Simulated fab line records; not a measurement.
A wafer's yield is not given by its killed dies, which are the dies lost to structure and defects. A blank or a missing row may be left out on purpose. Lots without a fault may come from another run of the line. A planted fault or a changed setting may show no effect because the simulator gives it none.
A lot that was struck, set against a sound lot || flow n5_finfet || 35 steps out of a route of 1938
Sound: wafers L952.1, L952.3, L952.5. The struck wafers were L947.1, L947.2, L947.4. Last of all comes the cause.
Per side, at each step with rows, come the tool, then ch with its chambers, and then its first start. Under that, the readings that differ: sound wafers || struck wafers || difference of the means || sigmas: that difference in standard deviations of wafers without a fault.
alike: words and numbers the same on both sides, and readings whose means are apart by under 2 such deviations; not compared: readings that were withheld, readings missing a value for some wafer, numbers with overlapping values and no deviation given by the record, and bounds like >300 which may hide the same value.
A row with sigmas, a row that says differs or no value, or rows on one side alone: a step with any of these is where the two part. When numbers do not overlap yet have no deviation, they are printed without sigmas and do not part them. A reading missing from all wafers of one side parts the sides only when that side holds two or more wafers.

N5_START_INSPECT_01: inspects for defects (unpatterned scan).
  sound: defect_inspect-01 at day 5 18:02; struck: defect_inspect-01 at day 4 12:02
  alike: raw_defect_count
then, 2 steps without rows for these wafers: N5_ZERO_LAYER_PRECLEAN_00 (cleans in SPM, time 600 s); N5_ZERO_LAYER_SRD_01 (time 30 s, dry time 30 s).
N5_ZERO_LAYER_PECVD_02: deposits SiO2 from SiH4/N2O, target thk 10 nm, time 6 s.
  sound on pecvd-01 ch 0,1, day 5 18:17; struck on pecvd-02 ch 0,1,2, day 4 12:17
  no value came back on the struck wafers for any of 6 readings (chamber_pressure_Torr (Torr), heater_power_outer_w (W) and others); on the sound wafers chamber_pressure_Torr (Torr) reads 0.7523 0.7499 0.7497
then, 8 steps without rows for these wafers: N5_ZERO_LAYER_HMDS_04 (time 60 s); N5_ZERO_LAYER_COAT_05 (resist thk 1000 nm); N5_ZERO_LAYER_EBR_07; N5_ZERO_LAYER_SOFTBAKE_06 (time 90 s); N5_ZERO_LAYER_EXPOSE_08 (exposes mask ZERO, defocus 0 nm, target cd 2000 nm); N5_ZERO_LAYER_PEB_09; N5_ZERO_LAYER_DEVELOP_10 (develop time 60 s); N5_ZERO_LAYER_HARDBAKE_23 (time 120 s).
N5_ZERO_LAYER_CD_MEAS_11: target cd 2000 nm.
  sound on cd_sem-03 ch 0, day 5 18:47; struck on cd_sem-01 ch 0, day 4 12:46
  alike: cd_nm
N5_ZERO_LAYER_DESCUM_16: chemistry O2, time 7.9 s.
  sound on rie_diel-03 ch 0,1,2, day 5 18:50; struck on rie_diel-03 ch 0,1,3, day 4 13:26
  alike: drypump_motor_current_A, oes_product_au, rf_vpp_V, showerhead_plenum_p_Torr, throttle_valve_pct
  not compared: rf_hours_counter_h
N5_ZERO_LAYER_ETCH_17: etches SiO2 in CF4, target depth 12 nm, time 13.3 s.
  sound on rie_diel-03 ch 0,1,2, day 5 18:52; struck on rie_diel-03 ch 0,1,3, day 4 13:29
  alike: drypump_motor_current_A, mfc_ar_sccm, oes_product_au, rf_vpp_V, showerhead_plenum_p_Torr, throttle_valve_pct
  not compared: rf_hours_counter_h
N5_ZERO_LAYER_ETCH_18: etches Si in HBr/Cl2, target depth 120 nm, time 40 s.
  sound on rie_si-02 ch 1,2,3, day 5 18:56; struck on rie_si-02 ch 0,1,3, day 4 13:33
  alike: drypump_motor_current_A, oes_product_au, throttle_valve_pct
  not compared: rf_hours_counter_h
N5_ZERO_LAYER_STRIP_24: strips in O2.
  sound on plasma_asher-02 ch 0,1, day 5 19:02; struck on plasma_asher-02 ch 0,1, day 4 13:40
  alike: drypump_motor_current_A, heater_power_w, oes_product_au, strip_time_to_endpoint_s
  not compared: rf_hours_counter_h
then, 1 step without rows for these wafers: N5_ZERO_LAYER_STRIP_19 (strips in SPM, time 900 s).
N5_ZERO_LAYER_INSPECT_20: inspects for defects (darkfield).
  sound: defect_inspect-01 at day 5 19:24; struck: defect_inspect-01 at day 4 14:01
  alike: raw_defect_count
then, 8 steps without rows for these wafers: N5_WELL_APT_HMDS_01 (time 60 s); N5_WELL_APT_COAT_02 (resist thk 950 nm); N5_WELL_APT_EBR_04; N5_WELL_APT_SOFTBAKE_03 (time 60 s); N5_WELL_APT_EXPOSE_05 (exposes mask NWELL, defocus 0 nm, target cd 200 nm); N5_WELL_APT_PEB_06 (peb time 90 s); N5_WELL_APT_DEVELOP_07 (develop time 45 s); N5_WELL_APT_HARDBAKE_12 (time 120 s).
N5_WELL_APT_CD_MEAS_08: target cd 200 nm.
  the record has rows for the sound wafers here (cd_sem-03 ch 0, day 5 19:43) and none for the struck ones
N5_WELL_APT_OVL_MEAS_09:
  the record has rows for the sound wafers here (overlay-01 ch 0, day 5 19:44) and none for the struck ones
N5_WELL_APT_INSPECT_10: inspects for defects (macro).
  rows exist in the record for the sound wafers here (defect_inspect-01, day 5 19:46), none for the struck ones
N5_WELL_APT_DESCUM_13: chemistry O2, time 7.9 s.
  the record has rows for the sound wafers here (rie_diel-05 ch 1,3, day 5 19:50) and none for the struck ones
then, 2 steps without rows for these wafers: N5_WELL_APT_IMPLANT_14; N5_WELL_APT_IMPLANT_15.
N5_BEOL_M4_RC_MEAS_101:
  the record has rows for the sound wafers here (prober-01 ch 0, day 12 16:10) and none for the struck ones
N5_PASSIVATION_PROBE_49:
  rows exist in the record for the sound wafers here (prober-01, day 17 15:35), none for the struck ones

WHERE THEY PART
Earliest at N5_ZERO_LAYER_PECVD_02; latest, in this record, at N5_PASSIVATION_PROBE_49.

WHY: what had been put in by the simulator
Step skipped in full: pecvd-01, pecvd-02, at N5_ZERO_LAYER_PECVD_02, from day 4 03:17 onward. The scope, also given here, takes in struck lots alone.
